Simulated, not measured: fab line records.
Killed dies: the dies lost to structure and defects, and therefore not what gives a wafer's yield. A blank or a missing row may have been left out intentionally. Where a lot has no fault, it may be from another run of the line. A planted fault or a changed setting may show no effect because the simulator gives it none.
fab line records	flow n5Finfet
record lots=14	wafers=42	lastDay=18
route steps=1938 shown BEOL_M12@1650 BEOL_M13@1665
lots with no fault: from the same line, run without faults
startH: hours from the record's opening day to when the first of the lot's shown wafers began	waitH: time in hours since the lot's previous step	" same as the row above	L1.1+2: several wafers, shown together as one row	- either no value or no given start	* or withheld: withheld	< > ~ a bound
route shown NAME@n: a module of which the file shows steps, and the number in the route of the first	usual: mean/standard deviation taken from wafers without a fault	same: alike in all rows	chamber/n: place in a boat	sites: readings site by site	_std_site: standard deviation across them	_edge_site: inner sites' mean taken away from outer sites' mean	radiusMm: how far each site lies from the wafer's centre	mask NAME#n: copy n	behind: the most recent tool/chamber to have shaped the wafer	hold: why the lot was held/for how many hours/how that ended	device: which transistor (n, p or np) failed to switch	end of line: the tests these same wafers got at the end of their route	a step given without rows: its recipe and nothing more	killed: at the first sort, the dies lost to defects and structure; wafer yield is something else	map: a wafer's dies, x killed, . not, _ none there
set.NAME: the setting that was run; set.NAME@STEP: the one run at that earlier step	model.NAME: the simulator's own value behind a step, which no gauge read
route steps across a sampled set of lots; one table per step, one row per wafer
services: the hour from which a tool's chamber was out of use, counted from the record's first day as startH (under 0 if before that day), plus the number of hours and why
## steps
# step N5_BEOL_M12_SPUTTER_45
# recipe material=Cu	targetThkA=800	tempC=-20	biasV=60	powerW=26000	chamberPressurePa=0.13	timeS=13.33
# usual biasV=60.0/0.61	throttleValvePct=29.5/1.2
lot.wafer	tool	chamber	startH	waitH	biasV	throttleValvePct
L198.1	pvdSputter-01	-	234.86	0.0	60.9	31.0
L198.4	"	-	"	"	60.9	29.6
L198.5	"	-	"	"	59.7	29.0
L199.2	pvdSputter-01	-	238.30	0.0	60.6	29.3
L199.3	"	-	"	"	60.9	30.9
L199.6	"	-	"	"	59.0	29.0
L201.2	pvdSputter-01	-	251.52	0.0	60.0	31.0
L201.3	"	-	"	"	60.4	29.8
L201.5	"	-	"	"	59.7	27.5
L200.2	pvdSputter-02	-	253.73	0.0	59.9	30.2
L200.4	"	-	"	"	60.0	31.1
L200.6	"	-	"	"	59.6	27.3
L202.2	pvdSputter-01	-	254.44	0.0	59.5	27.7
L202.3	"	-	"	"	59.8	29.7
L202.4	"	-	"	"	60.0	29.5
L204.2	pvdSputter-03	-	277.11	0.0	60.6	30.6
L204.3	"	-	"	"	58.9	31.0
L204.4	"	-	"	"	60.2	28.9
L207.2	pvdSputter-01	-	285.90	0.0	60.0	29.1
L207.4	"	-	"	"	60.0	30.7
L207.5	"	-	"	"	60.1	29.2
L209.2	pvdSputter-01	-	312.50	0.0	59.9	29.8
L209.3	"	-	"	"	60.2	27.5
L209.4	"	-	"	"	60.3	29.2
L213.1	pvdSputter-01	-	316.14	0.0	59.5	29.6
L213.2	"	-	"	"	59.2	30.9
L213.3	"	-	"	"	59.6	29.6
L215.2	pvdSputter-01	-	340.89	0.0	59.4	27.6
L215.3	"	-	"	"	60.5	29.6
L215.5	"	-	"	"	60.0	27.8
L217.1	pvdSputter-01	-	341.45	0.0	61.0	29.1
L217.2	"	-	"	"	60.5	27.7
L217.5	"	-	"	"	61.1	29.6
L216.2	pvdSputter-03	-	344.17	0.0	59.8	30.5
L216.4	"	-	"	"	59.5	28.7
L216.6	"	-	"	"	59.8	30.5
L218.2	pvdSputter-01	-	348.41	0.0	61.2	29.4
L218.3	"	-	"	"	60.0	31.0
L218.4	"	-	"	"	60.3	29.2
L220.1	pvdSputter-03	-	382.57	0.0	59.7	30.5
L220.3	"	-	"	"	59.0	28.9
L220.5	"	-	"	"	59.5	31.0
# step N5_BEOL_M12_RS_MEAS_54
# recipe thkMeasGauge=four-point-probe	reads=Cu_of_BEOL_M12_ECD_47+Ta_of_BEOL_M12_SPUTTER_44+TaN_of_BEOL_M12_SPUTTER_43
# usual M12_RS=0.0598/0.00065
lot.wafer	tool	chamber	startH	waitH	M12_RS[ohm/sq]
L198.1	filmMetro-02	-	235.84	0.0	0.0609
L198.4	"	-	"	"	0.0605
L198.5	"	-	"	"	0.0592
L199.2	filmMetro-01	-	240.03	0.0	0.0603
L199.3	"	-	"	"	0.0601
L199.6	"	-	"	"	0.0601
L201.2	filmMetro-01	-	252.51	0.0	0.0596
L201.3	"	-	"	"	0.0599
L201.5	"	-	"	"	0.0598
L200.2	filmMetro-02	-	254.75	0.0	0.0588
L200.4	"	-	"	"	0.0590
L200.6	"	-	"	"	0.0586
L202.2	filmMetro-01	-	255.53	0.0	0.0615
L202.3	"	-	"	"	0.0600
L202.4	"	-	"	"	0.0600
L204.2	filmMetro-01	-	278.55	0.0	0.0598
L204.3	"	-	"	"	0.0599
L204.4	"	-	"	"	0.0607
L207.2	filmMetro-02	-	287.15	0.0	0.0595
L207.4	"	-	"	"	0.0597
L207.5	"	-	"	"	0.0592
L209.2	filmMetro-01	-	313.50	0.0	0.0590
L209.3	"	-	"	"	0.0595
L209.4	"	-	"	"	0.0600
L213.1	filmMetro-01	-	317.12	0.0	0.0599
L213.2	"	-	"	"	0.0602
L213.3	"	-	"	"	0.0602
L215.2	filmMetro-01	-	341.88	0.0	0.0599
L215.3	"	-	"	"	0.0590
L215.5	"	-	"	"	0.0603
L217.1	filmMetro-02	-	342.43	0.0	0.0600
L217.2	"	-	"	"	0.0594
L217.5	"	-	"	"	0.0595
L216.2	filmMetro-02	-	345.72	0.0	0.0584
L216.4	"	-	"	"	0.0600
L216.6	"	-	"	"	0.0585
L218.2	filmMetro-02	-	349.39	0.0	0.0591
L218.3	"	-	"	"	0.0596
L218.4	"	-	"	"	0.0602
L220.1	filmMetro-01	-	383.89	0.0	0.0602
L220.3	"	-	"	"	0.0596
L220.5	"	-	"	"	0.0596
# step N5_BEOL_M13_EXPOSE_07
# recipe maskId=V12	na=0.93	sourceShape=conventional	sigmaOuter=0.6	polarization=unpolarized	attpsmPhaseDeg=180	doseMj=24.8
# usual exposureDoseMJCm2=24.96/0.11	focusOffsetNm=-0.1/0.58	stageVelMmS=500.04/0.22
lot.wafer	tool	chamber	startH	waitH	mask	exposureDoseMJCm2	focusOffsetNm	stageVelMmS
L198.1	krfScanner-02	0	236.31	-	V12#0	24.80	0.0	500.00
L198.4	"	0	"	"	V12#0	24.79	-0.2	499.96
L198.5	"	0	"	"	V12#0	24.81	-0.3	499.72
L199.2	krfScanner-02	0	240.38	-	V12#0	24.84	-0.3	499.98
L199.3	"	0	"	"	V12#0	24.84	0.2	499.63
L199.6	"	0	"	"	V12#0	24.86	0.9	499.65
L201.2	krfScanner-01	0	252.99	-	V12#0	25.03	-0.5	499.88
L201.3	"	0	"	"	V12#0	24.98	0.0	499.78
L201.5	"	0	"	"	V12#0	25.03	-0.2	500.12
L200.2	krfScanner-01	0	255.10	-	V12#0	25.07	1.5	500.00
L200.4	"	0	"	"	V12#0	25.09	0.4	499.47
L200.6	"	0	"	"	V12#0	25.05	0.6	499.57
L202.2	krfScanner-01	0	255.90	-	V12#0	25.04	0.7	500.20
L202.3	"	0	"	"	V12#0	25.05	0.2	499.64
L202.4	"	0	"	"	V12#0	25.02	0.4	500.00
L204.2	krfScanner-02	0	278.90	-	V12#0	24.77	-0.7	500.04
L204.3	"	0	"	"	V12#0	24.79	-0.8	500.22
L204.4	"	0	"	"	V12#0	24.82	0.4	500.08
L207.2	krfScanner-02	0	287.50	-	V12#0	24.80	-1.2	500.14
L207.4	"	0	"	"	V12#0	24.76	0.0	500.18
L207.5	"	0	"	"	V12#0	24.76	-0.4	499.96
L209.2	krfScanner-01	-	313.85	-	V12#0	-	-	-
L209.3	"	-	"	"	V12#0	-	-	-
L209.4	"	-	"	"	V12#0	-	-	-
L213.1	krfScanner-01	-	317.46	-	V12#0	-	-	-
L213.2	"	-	"	"	V12#0	-	-	-
L213.3	"	-	"	"	V12#0	-	-	-
L215.2	krfScanner-01	0	342.23	-	V12#0	24.99	0.7	500.04
L215.3	"	0	"	"	V12#0	24.97	0.7	499.91
L215.5	"	0	"	"	V12#0	24.99	0.0	500.25
L217.1	krfScanner-01	0	342.78	-	V12#0	25.00	0.0	500.07
L217.2	"	0	"	"	V12#0	25.03	-0.1	500.30
L217.5	"	0	"	"	V12#0	25.01	0.3	499.94
L216.2	krfScanner-01	0	346.07	-	V12#0	25.01	-0.4	500.32
L216.4	"	0	"	"	V12#0	25.01	-0.4	500.50
L216.6	"	0	"	"	V12#0	24.99	-0.1	500.37
L218.2	krfScanner-01	0	349.74	-	V12#0	25.00	-0.5	500.13
L218.3	"	0	"	"	V12#0	25.03	-0.5	499.81
L218.4	"	0	"	"	V12#0	25.03	0.0	500.07
L220.1	krfScanner-02	0	384.51	-	V12#0	24.79	-0.9	499.85
L220.3	"	0	"	"	V12#0	24.79	-0.6	500.05
L220.5	"	0	"	"	V12#0	24.79	-1.2	499.79
# step N5_BEOL_M13_DESCUM_15
# recipe chemistry=O2	timeS=7.9	sourcePowerW=50	biasPowerW=20	pressureMtorr=20	rfFrequencyHz=2.712e+07	tempC=40	o2FlowSccm=225
# usual drypumpMotorCurrentA=5.5/0.55	oesProductAu=0.77/0.095	rfVppV=242.7/1.6	showerheadPlenumPTorr=2.06/0.089	throttleValvePct=20.35/0.2
lot.wafer	tool	chamber	startH	waitH	drypumpMotorCurrentA	oesProductAu	rfHoursCounterH	rfVppV	showerheadPlenumPTorr	throttleValvePct
L198.1	rieDiel-02	2	236.57	0.0	5.1	0.74	176	241.2	1.99	20.31
L198.4	"	3	"	"	5.9	0.76	157	244.5	2.09	20.41
L198.5	"	0	"	"	5.2	0.85	-	245.1	2.22	20.15
L199.2	rieDiel-02	1	240.78	0.2	6.3	0.76	167	240.5	2.00	20.27
L199.3	"	3	"	"	5.9	0.75	158	242.7	2.09	20.42
L199.6	"	0	"	"	5.3	0.85	-	244.4	2.22	20.16
L201.2	rieDiel-02	2	253.45	0.2	5.1	0.74	182	241.9	1.98	20.31
L201.3	"	1	"	"	6.3	0.76	171	244.1	2.00	20.28
L201.5	"	2	"	"	5.1	0.74	-	241.0	1.98	20.29
L200.2	rieDiel-01	2	255.80	0.5	6.3	0.71	182	242.6	2.08	20.35
L200.4	"	2	"	"	6.3	0.71	-	243.1	2.08	20.33
L200.6	"	0	"	"	5.4	0.76	-	241.3	1.93	20.25
L202.2	rieDiel-01	2	256.63	0.5	6.3	0.71	183	242.3	2.08	20.36
L202.3	"	0	"	"	5.4	0.76	135	239.1	1.93	20.26
L202.4	"	0	"	"	5.4	0.75	-	241.3	1.93	20.24
L204.2	rieDiel-06	1	279.41	0.3	4.9	0.74	177	242.1	2.00	20.48
L204.3	"	0	"	"	5.5	0.71	188	243.3	2.07	20.73
L204.4	"	2	"	"	5.0	0.72	188	243.5	1.98	20.36
L207.2	rieDiel-01	0	287.75	0.0	5.4	0.75	146	242.0	1.92	20.26
L207.4	"	2	"	"	6.3	0.70	195	242.7	2.08	20.37
L207.5	"	1	"	"	4.7	0.68	-	244.0	2.15	20.70
L209.2	rieDiel-01	1	314.11	0.0	4.7	0.68	237	244.5	2.15	20.71
L209.3	"	0	"	"	5.4	0.74	155	241.7	1.92	20.27
L209.4	"	3	"	"	5.7	0.95	14	242.7	2.05	20.06
L213.1	rieDiel-01	0	317.72	0.0	5.4	0.73	156	239.6	1.92	20.28
L213.2	"	3	"	"	5.7	0.94	15	242.6	2.05	20.07
L213.3	"	1	"	"	4.7	0.67	239	244.3	2.14	20.70
L215.2	rieDiel-01	1	342.48	0.0	4.7	0.68	245	245.0	2.14	20.72
L215.3	"	3	"	"	5.7	0.93	22	243.6	2.05	20.08
L215.5	"	1	"	"	4.7	0.67	-	244.1	2.14	20.71
L217.1	rieDiel-01	3	343.04	0.0	5.8	0.92	22	242.7	2.05	20.09
L217.2	"	2	"	"	6.3	0.68	212	243.5	2.07	20.39
L217.5	"	2	"	"	6.3	0.68	-	243.2	2.07	20.38
L216.2	rieDiel-01	0	346.33	0.0	5.4	0.73	164	239.5	1.92	20.30
L216.4	"	2	"	"	6.3	0.68	213	242.6	2.07	20.39
L216.6	"	2	"	"	6.3	0.68	-	243.7	2.07	20.38
L218.2	rieDiel-01	0	350.00	0.0	5.4	0.74	165	241.4	1.92	20.30
L218.3	"	3	"	"	5.7	0.94	24	242.2	2.04	20.08
L218.4	"	1	"	"	4.7	0.67	248	243.2	2.14	20.72
L220.1	rieDiel-01	2	384.78	0.0	6.3	0.67	225	242.4	2.07	20.40
L220.3	"	1	"	"	4.7	0.99	1	243.4	2.14	20.31
L220.5	"	3	"	"	5.7	0.90	-	241.9	2.04	20.11
## services
tool	chamber	startH	hours	kind
krfScanner-01	-	215.49	4.4	pm
krfScanner-01	-	220.00	7.2	pm
krfScanner-02	-	227.20	4.4	pm
krfScanner-01	-	227.92	1.3	repair
krfScanner-01	-	231.62	1.3	pm
rieDiel-01	2	235.65	2.4	repair
rieDiel-01	3	236.99	5.4	repair
rieDiel-01	3	242.70	-	clean
rieDiel-01	3	242.70	-	consumableReplace:esc
krfScanner-01	-	257.76	1.0	pm
rieDiel-01	0	277.94	1.8	repair
rieDiel-01	3	279.67	7.2	repair
pvdSputter-01	-	281.97	1.4	repair
rieDiel-02	3	292.71	8.2	repair
krfScanner-02	-	295.81	0.8	pm
krfScanner-02	-	297.18	3.6	pm
krfScanner-02	-	303.18	1.0	pm
krfScanner-02	-	309.57	1.3	pm
rieDiel-02	2	316.58	4.0	repair
pvdSputter-01	-	327.03	2.4	repair
krfScanner-01	-	357.03	0.8	pm
pvdSputter-02	-	370.99	0.6	repair
krfScanner-01	-	377.34	0.9	repair
pvdSputter-01	-	380.43	12.0	repair
## key
firstSign step=N5_BEOL_M13_EXPOSE_07	reading=toolRecord	direction=missing
effect none on later readings
metAt N5_BEOL_M13_EXPOSE_07
struckLots L209,L213
laterRowsLeftOut L209.2,L209.3,L209.4,L213.1,L213.2,L213.3
sortLeftOut L209.2,L209.3,L209.4,L213.1,L213.2,L213.3
notActingAt N5_BEOL_M12_SPUTTER_45,N5_BEOL_M12_RS_MEAS_54,N5_BEOL_M13_DESCUM_15
onsetBetween 255.90 313.85
fault kind=skippedStepWhole	tool=krfScanner-01	chamber=-	onsetH=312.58	steps=N5_BEOL_M13_EXPOSE_07	scope=struckLotsOnly
# sortLeftOut: the simulated sort isn't trusted on such a fault, so these wafers' sort isn't shown, and their yield isn't known
# laterRowsLeftOut: the simulator's readings of these wafers behind a module that went badly wrong aren't trusted and aren't shown, but for the sort
